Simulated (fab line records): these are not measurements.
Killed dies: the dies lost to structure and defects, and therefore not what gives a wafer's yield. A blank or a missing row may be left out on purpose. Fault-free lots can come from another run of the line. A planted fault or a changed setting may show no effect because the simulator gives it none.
fab line records	flow n5-finfet
record lots=7	wafers=21
route steps=1938 shown BEOL_M1@778 BEOL_M2@869 BEOL_M3@933 BEOL_M4@1023 BEOL_M5@1116
start-h: hours from the record's first day to the start of the lot's first wafer shown	wait-h: how many hours have passed since the lot's step before this one	" as in the row above	L1.1+2: a single row standing in for several wafers	- either no value or no given start	* or withheld: withheld	< > ~ a bound
route shown NAME@n: names a module that has steps shown in the file, with the first one's number in the route	usual: mean/standard deviation of fault-free wafers	same: alike in all rows	chamber/n: place in a boat	sites: each site's reading	_std_site: standard deviation across them	_edge_site: mean of outer sites minus mean of inner sites	radius-mm: for every site, how far away it sits from the centre of the wafer	mask NAME#n: copy n	behind: the last tool/chamber to shape the wafer	hold: reason for holding the lot/hours on hold/outcome of the hold	device: the n, p or np transistor that did not switch	end of line: tests of these same wafers at the route's end	a step with no rows: only its recipe	killed: at the first sort, the dies lost to defects and structure; wafer yield is something else	map: dies across one wafer; x = killed, . = not, _ = none there
set.NAME: the setting that was run; set.NAME@STEP: the one run at that earlier step	model.NAME: the simulator's own value behind a step, which no gauge read
lots run with intentionally changed settings; tables by step, rows by wafer
## steps
# step N5_BEOL_M1_COAT_68
# recipe resist=SiARC	temp-c=220	time-s=60	spin-rpm=1500	resist-thk-nm=12
lot.wafer	tool	chamber	start-h	wait-h	set.spin-rpm	model.SiARC_of_BEOL_M1_COAT_68.thk-nm
L074.1+2+6	litho-track-04	0	-	-	1500	12
L078.2+3+4	litho-track-03	0	-	-	1500	12
L080.1+3+4	litho-track-03	0	-	-	1500	12
L081.2	litho-track-03	0	-	-	1500	12
L081.4+5	"	0	"	"	1362	12.6
L089.1+2	litho-track-02	0	-	-	1500	12
L089.3	"	0	"	"	1351	12.6
L091.2	litho-track-04	0	-	-	1653	11.4
L091.4+5	"	0	"	"	1500	12
L093.1	litho-track-03	0	-	-	1500	12
L093.2	"	0	"	"	1394	12.6
L093.4	"	0	"	"	1394	12.4
# step N5_BEOL_M1_COAT_76
# recipe resist=underlayer	temp-c=205	time-s=60	spin-rpm=1500	resist-thk-nm=5
# step N5_BEOL_M1_COAT_22
# recipe resist=CAR-EUV	spin-rpm=1500	resist-thk-nm=30
# step N5_BEOL_M1_DESCUM_33
# recipe chemistry=O2	time-s=7	source-power-w=50	bias-power-w=20	pressure-mtorr=20	rf-frequency-hz=2.712e+07	temp-c=40	resist=CAR-EUV	o2-flow-sccm=225
# step N5_BEOL_M1_ETCH_77
# recipe chemistry=N2/H2	target=underlayer	target-depth-a=65	mask-material=CAR-EUV	time-s=5.2	ion-energy-ev=200	pressure-mtorr=30	source-w=840	bias-w=150	n2-flow-sccm=200	h2-flow-sccm=200	ends=cleared
# step N5_BEOL_M1_ETCH_69
# recipe chemistry=CF4	target=SiARC	target-depth-a=156	mask-material=CAR-EUV	time-s=26	ion-energy-ev=80	pressure-mtorr=40	source-w=545	bias-w=36	Ar_flow_sccm=100	cf4-flow-sccm=100	ends=cleared
lot.wafer	tool	chamber	start-h	wait-h	set.spin-rpm@BEOL_M1_COAT_68	model.etch.depth-nm
L074.1	rie-diel-01	1	130.05	0.0	1500	11.96
L074.2	"	0	"	"	1500	11.94
L074.6	"	2	"	"	1500	11.92
L078.2	rie-diel-03	0	150.29	0.0	1500	12.06
L078.3	"	3	"	"	1500	12.01
L078.4	"	2	"	"	1500	12.09
L080.1	rie-diel-06	0	163.36	0.0	1500	12.02
L080.3	"	3	"	"	1500	12.03
L080.4	"	1	"	"	1500	12
L081.2	rie-diel-06	0	169.95	0.0	1500	12.01
L081.4	"	2	"	"	1362	12.63
L081.5	"	1	"	"	1362	12.6
L089.1	rie-diel-06	2	215.54	0.0	1500	12.02
L089.2	"	3	"	"	1500	11.96
L089.3	"	1	"	"	1351	12.65
L091.2	rie-diel-06	1	233.66	0.0	1653	11.48
L091.4	"	2	"	"	1500	12.02
L091.5	"	1	"	"	1500	12.03
L093.1	rie-diel-06	0	237.57	0.0	1500	12.05
L093.2+4	"	3,2	"	"	1394	12.5
# step N5_BEOL_M1_ALD_98
# recipe material=SiO2	target-thk-a=25	temp-c=100	ald-precursor-family=BDEAS	ald-co-reactant=O2-plasma	pulse-time-s=1	co-reactant-pulse-time-s=1	purge-time-s=2	co-reactant-purge-time-s=2	ald-cycles=17	pressure-torr=2
# step N5_BEOL_M1_ETCHBACK_99
# recipe chemistry=CHF3	target=SiO2	target-depth-a=50	time-s=10.4	source-w=215	bias-w=47	Ar_flow_sccm=200	CHF3_flow_sccm=12	ion-energy-ev=100	pressure-mtorr=30
lot.wafer	tool	chamber	start-h	wait-h	set.spin-rpm@BEOL_M1_COAT_68	model.CAR-EUV_of_BEOL_M1_COAT_22.thk-nm
L074.1+2+6	rie-diel-01	1,2,3	151.40	21.2	1500	10.4
L078.2+4	rie-diel-01	1,3	155.32	4.9	1500	10.2
L078.3	"	2	"	"	1500	10.4
L080.1+4	rie-diel-01	0,1	175.60	12.1	1500	10.4
L080.3	"	2	"	"	1500	10.6
L081.2	rie-diel-06	2	175.88	5.8	1500	10.4
L081.4	"	1	"	"	1362	10
L081.5	"	0	"	"	1362	9.8
L089.1	rie-diel-01	3	221.84	6.0	1500	10.4
L089.2	"	0	"	"	1500	10.6
L089.3	"	2	"	"	1351	9.8
L091.2	rie-diel-01	3	235.51	1.7	1653	10.6
L091.4	"	0	"	"	1500	10.4
L091.5	"	3	"	"	1500	10.2
L093.1	rie-diel-03	0	238.54	0.8	1500	10.4
L093.2+4	"	3,1	"	"	1394	10
# step N5_BEOL_M2_COAT_76
# recipe resist=underlayer	temp-c=205	time-s=60	spin-rpm=1500	resist-thk-nm=5
lot.wafer	tool	chamber	start-h	wait-h	set.spin-rpm
L074.1	litho-track-01	0	-	-	1361
L074.2+6	"	0	"	"	1500
L078.2+3	litho-track-05	0	-	-	1349
L078.4	"	0	"	"	1500
L080.1+3+4	litho-track-05	0	-	-	1500
L081.2+4+5	litho-track-02	0	-	-	1500
L089.1+2+3	litho-track-02	0	-	-	1500
L091.2+4+5	litho-track-02	0	-	-	1500
L093.1+4	litho-track-01	0	-	-	1416
L093.2	"	0	"	"	1500
# step N5_BEOL_M2_DESCUM_33
# recipe chemistry=O2	time-s=7	source-power-w=50	bias-power-w=20	pressure-mtorr=20	rf-frequency-hz=2.712e+07	temp-c=40	resist=CAR-EUV	o2-flow-sccm=225
lot.wafer	tool	chamber	start-h	wait-h	set.time-s	model.CAR-EUV_of_BEOL_M2_COAT_22.thk-nm
L074.1+6	rie-diel-02	1,3	160.78	0.0	7.918	25.6
L074.2	"	3	"	"	7	26.2
L078.2	rie-diel-02	2	163.35	0.0	6.568	26.2
L078.3+4	"	1,3	"	"	7	26
L080.1+3+4	rie-diel-05	0,2,1	182.26	0.1	7	26.2
L081.2+4+5	rie-diel-04	2,0,2	183.51	0.0	7	26
L089.1+2+3	rie-diel-02	1,3,0	229.83	0.0	7	26
L091.2	rie-diel-04	2	245.25	0.0	7	26
L091.4+5	"	3,1	"	"	6.195	26.4
L093.1	rie-diel-04	3	248.37	0.2	5.472	27
L093.2+4	"	1,2	"	"	7	26.2
# step N5_BEOL_M2_ETCH_77
# recipe chemistry=N2/H2	target=underlayer	target-depth-a=65	mask-material=CAR-EUV	time-s=5.2	ion-energy-ev=200	pressure-mtorr=30	source-w=840	bias-w=150	n2-flow-sccm=200	h2-flow-sccm=200	ends=cleared
lot.wafer	tool	chamber	start-h	wait-h	set.spin-rpm@BEOL_M2_COAT_76	model.etch.depth-nm
L074.1	rie-diel-02	1	160.82	0.0	1361	5.273
L074.2	"	3	"	"	1500	5.001
L074.6	"	3	"	"	1500	5.013
L078.2	rie-diel-02	2	163.38	0.0	1349	5.289
L078.3	"	1	"	"	1349	5.295
L078.4	"	3	"	"	1500	5.022
L080.1	rie-diel-05	0	182.30	0.0	1500	5.026
L080.3	"	2	"	"	1500	5.02
L080.4	"	1	"	"	1500	5.014
L081.2	rie-diel-04	2	183.55	0.0	1500	5.005
L081.4	"	0	"	"	1500	4.989
L081.5	"	2	"	"	1500	5.003
L089.1	rie-diel-02	1	229.86	0.0	1500	4.98
L089.2	"	3	"	"	1500	4.985
L089.3	"	0	"	"	1500	4.968
L091.2	rie-diel-04	2	245.29	0.0	1500	4.988
L091.4	"	3	"	"	1500	4.991
L091.5	"	1	"	"	1500	4.987
L093.1	rie-diel-04	3	248.41	0.0	1416	5.139
L093.2	"	1	"	"	1500	4.995
L093.4	"	2	"	"	1416	5.132
# step N5_BEOL_M2_ETCH_69
# recipe chemistry=CF4	target=SiARC	target-depth-a=156	mask-material=CAR-EUV	time-s=26	ion-energy-ev=80	pressure-mtorr=40	source-w=545	bias-w=36	Ar_flow_sccm=100	cf4-flow-sccm=100	ends=cleared
# step N5_BEOL_M2_ALD_98
# recipe material=SiO2	target-thk-a=25	temp-c=100	ald-precursor-family=BDEAS	ald-co-reactant=O2-plasma	pulse-time-s=1	co-reactant-pulse-time-s=1	purge-time-s=2	co-reactant-purge-time-s=2	ald-cycles=17	pressure-torr=2
# step N5_BEOL_M2_ETCHBACK_99
# recipe chemistry=CHF3	target=SiO2	target-depth-a=50	time-s=10.4	source-w=215	bias-w=47	Ar_flow_sccm=200	CHF3_flow_sccm=12	ion-energy-ev=100	pressure-mtorr=30
lot.wafer	tool	chamber	start-h	wait-h	set.time-s@BEOL_M2_DESCUM_33	model.CAR-EUV_of_BEOL_M2_COAT_22.thk-nm
L074.1	rie-diel-04	2	168.60	7.6	7.918	9.8
L074.2	"	3	"	"	7	10.6
L074.6	"	2	"	"	7.918	10
L078.2	rie-diel-05	1	171.64	8.1	6.568	10.4
L078.3	"	3	"	"	7	10
L078.4	"	0	"	"	7	10.4
L080.1+4	rie-diel-05	3,1	188.41	5.9	7	10.6
L080.3	"	2	"	"	7	10.4
L081.2	rie-diel-04	2	192.83	9.1	7	10.2
L081.4+5	"	3,2	"	"	7	10.4
L089.1+2+3	rie-diel-05	0,2,3	242.86	12.8	7	10.4
L091.2	rie-diel-05	3	256.01	10.6	7	10.4
L091.4+5	"	2,3	"	"	6.195	10.8
L093.1	rie-diel-04	1	270.79	22.2	5.472	11.2
L093.2	"	0	"	"	7	10.6
L093.4	"	3	"	"	7	10.4
# step N5_BEOL_M3_PECVD_72
# recipe material=SiO2	target-thk-a=160	temp-c=400	precursor=TEOS/O2	pressure-torr=5.5	rf-w=450	teos-flow-sccm=53.8	gas=O2	flow-sccm=3000	time-s=18
lot.wafer	tool	chamber	start-h	wait-h	set.time-s	model.SiO2_of_BEOL_M3_PECVD_72.thk-nm
L074.1	pecvd-04	1	175.31	0.0	18	16
L074.2	"	2	"	"	20.53	17.6
L074.6	"	0	"	"	20.53	18.6
L078.2	pecvd-01	1	176.54	0.0	17.11	15
L078.3	"	0	"	"	17.11	15.4
L078.4	"	2	"	"	18	16
L080.1	pecvd-04	0	194.56	0.0	18	16
L080.3+4	"	2	"	"	18	15.8
L081.2	pecvd-02	1	198.82	0.0	18	16
L081.4	"	2	"	"	18	16.2
L081.5	"	0	"	"	15.99	14
L089.1+2	pecvd-01	1,2	247.70	0.0	18	15.8
L089.3	"	0	"	"	18	16.2
L091.2+5	pecvd-04	2,1	260.92	0.0	19.25	17
L091.4	"	0	"	"	18	16.2
L093.1	pecvd-01	2	275.89	0.0	20.43	18
L093.2	"	0	"	"	20.43	18.4
L093.4	"	1	"	"	18	15.8
# step N5_BEOL_M4_PECVD_72
# recipe material=SiO2	target-thk-a=160	temp-c=400	precursor=TEOS/O2	pressure-torr=5.5	rf-w=450	teos-flow-sccm=53.8	gas=O2	flow-sccm=3000	time-s=18
lot.wafer	tool	chamber	start-h	wait-h	set.time-s	model.SiO2_of_BEOL_M4_PECVD_72.thk-nm
L074.1	pecvd-01	0	190.06	0.0	18	16
L074.2+6	"	2,0	"	"	16.22	14.6
L078.2	pecvd-03	0	192.43	0.0	17.06	15.2
L078.3	"	1	"	"	17.06	14.8
L078.4	"	2	"	"	18	16.2
L080.1	pecvd-03	0	210.24	0.0	18	15.8
L080.3+4	"	0,1	"	"	18	16
L081.2	pecvd-01	0	210.51	0.0	18	16.2
L081.4	"	0	"	"	18	16
L081.5	"	2	"	"	18	16.4
L089.1	pecvd-03	0	258.85	0.0	18	16
L089.2	"	1	"	"	18	15.8
L089.3	"	2	"	"	16.38	14.8
L091.2	pecvd-01	1	274.20	0.0	18	15.6
L091.4	"	2	"	"	18	16.6
L091.5	"	1	"	"	16.8	15.2
L093.1+2	pecvd-03	1,2	286.21	0.0	18	15.8
L093.4	"	2	"	"	18	16.2
# step N5_BEOL_M5_HM_DEP_02
# recipe material=TiN	target-thk-a=200	temp-c=25	chamber-pressure-pa=0.49996
lot.wafer	tool	chamber	start-h	wait-h	set.target-thk-a	model.TiN_of_BEOL_M5_HM_DEP_02.thk-nm
L074.1	pvd-sputter-03	-	206.09	1.5	223.8	22.6
L074.2	"	-	"	"	223.8	22.8
L074.6	"	-	"	"	200	20.2
L078.2	pvd-sputter-01	-	209.75	0.5	200	20.4
L078.3+4	"	-	"	"	200	20.2
L080.1+4	pvd-sputter-03	-	228.67	0.6	200	19.8
L080.3	"	-	"	"	200	20
L081.2	pvd-sputter-03	-	239.26	0.3	200	20
L081.4	"	-	"	"	200	20.2
L081.5	"	-	"	"	217.3	21.8
L089.1	pvd-sputter-01	-	285.42	0.1	190.1	19
L089.2	"	-	"	"	190.1	19.2
L089.3	"	-	"	"	190.1	18.8
L091.2+5	pvd-sputter-03	-	296.02	1.3	200	20
L091.4	"	-	"	"	200	19.6
L093.1+4	pvd-sputter-02	-	299.89	1.3	221.1	22
L093.2	"	-	"	"	221.1	22.2
# step N5_BEOL_M5_COAT_05
# recipe resist=CAR-EUV	spin-rpm=1500	resist-thk-nm=30
lot.wafer	tool	chamber	start-h	wait-h	set.spin-rpm	model.CAR-EUV_of_BEOL_M5_COAT_05.thk-nm
L074.1+6	litho-track-01	0	-	-	1500	30
L074.2	"	0	"	"	1500	30.2
L078.2+4	litho-track-03	0	-	-	1565	29.4
L078.3	"	0	"	"	1500	30
L080.1+3+4	litho-track-01	0	-	-	1500	30.2
L081.2+4+5	litho-track-05	0	-	-	1500	30
L089.1	litho-track-03	0	-	-	1435	30.6
L089.2	"	0	"	"	1435	30.4
L089.3	"	0	"	"	1500	29.8
L091.2+4+5	litho-track-03	0	-	-	1500	30
L093.1	litho-track-05	0	-	-	1500	29.8
L093.2+4	"	0	"	"	1500	30
# step N5_BEOL_M5_EBR_07
# recipe solvent=PGMEA	ebr-width-mm=1.5
# step N5_BEOL_M5_SOFTBAKE_06
# recipe temp-c=110	time-s=60	resist=CAR-EUV
# step N5_BEOL_M5_EXPOSE_08
# recipe mask-id=M5	na=0.33	source-shape=annular	sigma-inner=0.4	sigma-outer=0.8	polarization=unpolarized	target-cd-nm=28	dose-mj=35.75
# step N5_BEOL_M5_PEB_09
# recipe peb-temp-c=100	peb-time-s=60	resist=CAR-EUV
# step N5_BEOL_M5_DEVELOP_10
# recipe develop-time-s=30	developer=TMAH	resist=CAR-EUV	rinse-liquid=surfactant-rinse	dry=air-spin	dev-temp-c=23
lot.wafer	tool	chamber	start-h	wait-h	set.spin-rpm@BEOL_M5_COAT_05	model.CAR-EUV_of_BEOL_M5_COAT_05.thk-nm
L074.1+2+6	litho-track-05	0	-	-	1500	29.6
L078.2+4	litho-track-05	0	-	-	1565	29
L078.3	"	0	"	"	1500	29.6
L080.1+3+4	litho-track-05	0	-	-	1500	29.8
L081.2	litho-track-05	0	-	-	1500	29.6
L081.4+5	"	0	"	"	1500	29.4
L089.1+2	litho-track-03	0	-	-	1435	30
L089.3	"	0	"	"	1500	29.4
L091.2+5	litho-track-01	0	-	-	1500	29.4
L091.4	"	0	"	"	1500	29.6
L093.1+4	litho-track-03	0	-	-	1500	29.4
L093.2	"	0	"	"	1500	29.6
# step N5_BEOL_M5_DESCUM_16
# recipe chemistry=O2	time-s=7	source-power-w=50	bias-power-w=20	pressure-mtorr=20	rf-frequency-hz=2.712e+07	temp-c=40	resist=CAR-EUV	o2-flow-sccm=225
lot.wafer	tool	chamber	start-h	wait-h	set.spin-rpm@BEOL_M5_COAT_05	model.CAR-EUV_of_BEOL_M5_COAT_05.thk-nm
L074.1	rie-diel-01	2	206.61	0.0	1500	26
L074.2+6	"	0	"	"	1500	26.2
L078.2+4	rie-diel-03	0,3	210.40	0.0	1565	25.6
L078.3	"	1	"	"	1500	26
L080.1+3	rie-diel-06	0,2	229.19	0.0	1500	26.4
L080.4	"	3	"	"	1500	26.2
L081.2	rie-diel-03	3	239.90	0.0	1500	26.2
L081.4+5	"	2,0	"	"	1500	26
L089.1+2	rie-diel-06	1,0	287.90	2.0	1435	26.6
L089.3	"	2	"	"	1500	26
L091.2+4+5	rie-diel-06	2,1,3	296.92	0.4	1500	26
L093.1+4	rie-diel-03	3,1	300.40	0.0	1500	26
L093.2	"	0	"	"	1500	26.2
# step N5_BEOL_M5_ETCH_72
# recipe chemistry=N2/H2	target=underlayer	target-depth-a=65	mask-material=CAR-EUV	time-s=5.2	ion-energy-ev=200	pressure-mtorr=30	source-w=840	bias-w=150	n2-flow-sccm=200	h2-flow-sccm=200	ends=cleared
# usual rf-vpp-V=523.8/2.4
lot.wafer	tool	chamber	start-h	wait-h	set.bias-w	rf-vpp-V
L074.1	rie-diel-01	2	206.65	0.0	150	527.8
L074.2	"	0	"	"	159.9	547.1
L074.6	"	0	"	"	150	525.6
L078.2	rie-diel-03	0	210.43	0.0	150	524.9
L078.3	"	1	"	"	142.9	506.4
L078.4	"	3	"	"	142.9	505.4
L080.1	rie-diel-06	0	229.22	0.0	150	525.5
L080.3	"	2	"	"	150	526.2
L080.4	"	3	"	"	150	524.1
L081.2	rie-diel-03	3	239.93	0.0	150	523.9
L081.4	"	2	"	"	150	524.1
L081.5	"	0	"	"	150	524.0
L089.1	rie-diel-06	1	287.94	0.0	150	523.9
L089.2	"	0	"	"	171.6	573.3
L089.3	"	2	"	"	171.6	572.1
L091.2	rie-diel-06	2	296.96	0.0	150	526.4
L091.4	"	1	"	"	150	527.6
L091.5	"	3	"	"	150	523.0
L093.1	rie-diel-03	3	300.44	0.0	128.6	472.6
L093.2	"	0	"	"	128.6	476.4
L093.4	"	1	"	"	150	519.5
# step N5_BEOL_M5_ETCH_61
# recipe chemistry=CF4	target=SiARC	target-depth-a=156	mask-material=CAR-EUV	time-s=26	ion-energy-ev=80	pressure-mtorr=40	source-w=545	bias-w=36	Ar_flow_sccm=100	cf4-flow-sccm=100	ends=cleared
# step N5_BEOL_M5_ETCH_62
# recipe chemistry=N2/H2	target=SOC	target-depth-a=750	overetch-a=150	mask-material=SiARC	temp-c=40	time-s=112.5	ion-energy-ev=200	pressure-mtorr=30	source-w=840	bias-w=150	n2-flow-sccm=200	h2-flow-sccm=200
# step N5_BEOL_M5_STRIP_73
# recipe chemistry=N2/H2	temp-c=40	n2-flow-sccm=200	h2-flow-sccm=200	rf-frequency-hz=6e+07
# step N5_BEOL_M5_STRIP_64
# recipe chemistry=CF4	resist=SiARC	power-w=300	bias-power-w=75	pressure-mtorr=50	cf4-flow-sccm=150	rf-frequency-hz=6e+07
# step N5_BEOL_M5_HM_OPEN_17
# recipe chemistry=Cl2/BCl3	target-depth-a=200	overetch-a=60	target=TiN	mask-material=SOC	ion-energy-ev=150	pressure-mtorr=10	icp-w=1000	bias-w=126	Cl2_flow_sccm=53.25	bcl3-flow-sccm=21.75	Ar_flow_sccm=25
lot.wafer	tool	chamber	start-h	wait-h	set.target-thk-a@BEOL_M5_HM_DEP_02	model.etch.depth-nm
L074.1	rie-metal-01	1	206.86	0.0	223.8	22.7
L074.2	"	0	"	"	223.8	22.87
L074.6	"	1	"	"	200	20.27
L078.2	rie-metal-02	1	210.65	0.0	200	20.37
L078.3	"	0	"	"	200	20.15
L078.4	"	1	"	"	200	20.25
L080.1	rie-metal-02	0	229.43	0.0	200	19.76
L080.3	"	0	"	"	200	19.95
L080.4	"	0	"	"	200	19.85
L081.2	rie-metal-01	1	240.15	0.0	200	20
L081.4	"	1	"	"	200	20.26
L081.5	"	1	"	"	217.3	21.72
L089.1	rie-metal-01	0	288.15	0.0	190.1	18.96
L089.2	"	1	"	"	190.1	19.2
L089.3	"	1	"	"	190.1	18.78
L091.2	rie-metal-01	0	297.18	0.0	200	19.97
L091.4	"	1	"	"	200	19.66
L091.5	"	1	"	"	200	19.98
L093.1	rie-metal-03	0	300.65	0.0	221.1	22.01
L093.2	"	1	"	"	221.1	22.28
L093.4	"	0	"	"	221.1	22.07
## key
split step=N5_BEOL_M1_COAT_68	setting=spin-rpm	stated=1500	by=wafer
response step=N5_BEOL_M1_COAT_68	reading=model.SiARC_of_BEOL_M1_COAT_68.thk-nm	change=-0.0627	per=1%	r=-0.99
response step=N5_BEOL_M1_ETCH_69	reading=model.etch.depth-nm	change=-0.062	per=1%	r=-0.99
response step=N5_BEOL_M1_ETCHBACK_99	reading=model.CAR-EUV_of_BEOL_M1_COAT_22.thk-nm	change=+0.0517	per=1%	r=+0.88
split step=N5_BEOL_M2_COAT_76	setting=spin-rpm	stated=1500	by=wafer
response step=N5_BEOL_M2_ETCH_77	reading=model.etch.depth-nm	change=-0.0273	per=1%	r=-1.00
split step=N5_BEOL_M2_DESCUM_33	setting=time-s	stated=7	by=wafer
response step=N5_BEOL_M2_DESCUM_33	reading=model.CAR-EUV_of_BEOL_M2_COAT_22.thk-nm	change=-0.0381	per=1%	r=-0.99
response step=N5_BEOL_M2_ETCHBACK_99	reading=model.CAR-EUV_of_BEOL_M2_COAT_22.thk-nm	change=-0.037	per=1%	r=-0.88
split step=N5_BEOL_M3_PECVD_72	setting=time-s	stated=18	by=wafer
response step=N5_BEOL_M3_PECVD_72	reading=model.SiO2_of_BEOL_M3_PECVD_72.thk-nm	change=+0.164	per=1%	r=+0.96
split step=N5_BEOL_M4_PECVD_72	setting=time-s	stated=18	by=wafer
response step=N5_BEOL_M4_PECVD_72	reading=model.SiO2_of_BEOL_M4_PECVD_72.thk-nm	change=+0.144	per=1%	r=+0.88
split step=N5_BEOL_M5_HM_DEP_02	setting=target-thk-a	stated=200	by=wafer
response step=N5_BEOL_M5_HM_DEP_02	reading=model.TiN_of_BEOL_M5_HM_DEP_02.thk-nm	change=+0.205	per=1%	r=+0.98
response step=N5_BEOL_M5_HM_OPEN_17	reading=model.etch.depth-nm	change=+0.202	per=1%	r=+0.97
split step=N5_BEOL_M5_COAT_05	setting=spin-rpm	stated=1500	by=wafer
response step=N5_BEOL_M5_COAT_05	reading=model.CAR-EUV_of_BEOL_M5_COAT_05.thk-nm	change=-0.15	per=1%	r=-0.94
response step=N5_BEOL_M5_DEVELOP_10	reading=model.CAR-EUV_of_BEOL_M5_COAT_05.thk-nm	change=-0.138	per=1%	r=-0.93
response step=N5_BEOL_M5_DESCUM_16	reading=model.CAR-EUV_of_BEOL_M5_COAT_05.thk-nm	change=-0.115	per=1%	r=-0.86
split step=N5_BEOL_M5_ETCH_72	setting=bias-w	stated=150	by=wafer
response step=N5_BEOL_M5_ETCH_72	reading=rf-vpp-V	change=+3.29	per=1%	r=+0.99
